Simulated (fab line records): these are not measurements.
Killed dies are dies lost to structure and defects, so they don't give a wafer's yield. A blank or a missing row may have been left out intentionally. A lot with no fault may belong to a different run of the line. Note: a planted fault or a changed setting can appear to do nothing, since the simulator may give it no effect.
One fault seen from 2 desks | flow n5 finfet | each desk has only its own numbers; what lay behind them comes last

TOOL OWNER'S DESK, ald sin-03
The tool's own readings at N5_BEOL_M1_ALD_98 (deposits SiO2, target thk 2.5 nm, pulse time 1 s, co reactant pulse time 1 s): means of the sampled wafers that have a number, for each lot that ran on this tool. Any lot whose mean is over 4 standard deviations away from the usual mean is out of limits and marked OUT; that distance is given in the brackets.
Columns: A = heater power w at N5_BEOL_M1_ALD_98, usual 81 W; B = precursor pulse height rel at N5_BEOL_M1_ALD_98, usual 1.001
lot  | first seen here | A  | B
L334 | day 6 01:47     | 80 | 1.010
L345 | day 9 01:37     | 78 | 1.013
L346 | day 9 06:35     | 79 | 1.002
This desk's finding: nothing out of limits on any of the 3 lots.

AT THE METROLOGY DESK
Lot by lot, what the gauges showed, no matter which tool ran the lot: averages of those sampled wafers that carry a number. Any lot whose mean is over 4 standard deviations away from the usual mean is out of limits and marked OUT; that distance is given in the brackets. Readings shown: 7 out of 13 (the first out of limits, and those lying furthest out on some lot).
Columns: A = CHAIN_V0 at N5_BEOL_M4_RC_MEAS_101, usual 239 ohm/link; B = CHAIN_V0_max_site at N5_BEOL_M4_RC_MEAS_101, usual 248 ohm/link; C = DIBL_N at N5_BEOL_M4_RC_MEAS_101, usual 36.0 mV/V; D = DIBL_P at N5_BEOL_M4_RC_MEAS_101, usual 36.2 mV/V; E = IOFF_P at N5_BEOL_M4_RC_MEAS_101, usual 0.21 nA/um; F = ION_N at N5_BEOL_M4_RC_MEAS_101, usual 675 uA/um; G = SS_P at N5_BEOL_M4_RC_MEAS_101, usual 73.3 mV/dec
lot  | first seen here | A              | B   | C    | D    | E    | F   | G
L334 | day 6 01:34     | 234            | 240 | 36.3 | 35.2 | 0.19 | 661 | 73.7
L337 | day 7 02:27     | 242            | 247 | 35.7 | 37.4 | 0.21 | 673 | 72.6
L345 | day 9 01:24     | 280 (+4.1) OUT | 290 | 40.3 | 39.7 | 0.24 | 695 | 74.4
L346 | day 9 06:20     | 277            | 285 | 37.1 | 38.8 | 0.27 | 685 | 73.9
L349 | day 9 19:27     | 256            | 269 | 36.5 | 36.4 | 0.25 | 683 | 73.5
L353 | day 10 19:33    | 247            | 256 | 36.3 | 36.7 | 0.25 | 679 | 73.5
L354 | day 11 05:30    | 237            | 245 | 38.4 | 38.6 | 0.24 | 680 | 74.3
L352 | day 11 07:45    | 254            | 266 | 37.1 | 37.5 | 0.27 | 683 | 74.0
L356 | day 11 15:45    | 247            | 259 | 37.0 | 37.0 | 0.24 | 685 | 73.1
Per this desk, out of limits: L345; the first was L345, day 11 02:45 (CHAIN_V0 at N5_BEOL_M4_RC_MEAS_101). In limits: L334, L337, L346, L349, L353, L354, L352, L356.

ALL TOGETHER
On L345, the metrology desk was in a position to raise an alarm at day 11 02:45.
Nothing out of limits was seen by the tool owner's desk.
On record at the tool owner's desk: L345, within its limits.
N5_BEOL_M1_ALD_98 was run on ald sin-03 by each of the lots named.

WHAT THE SIMULATOR PUT IN
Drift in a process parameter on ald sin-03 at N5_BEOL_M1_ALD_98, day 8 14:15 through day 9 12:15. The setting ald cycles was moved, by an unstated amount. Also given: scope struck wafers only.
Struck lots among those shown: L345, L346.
Per desk, hours elapsed from the start of the fault to the first reading out of limits: for the metrology desk, 60.
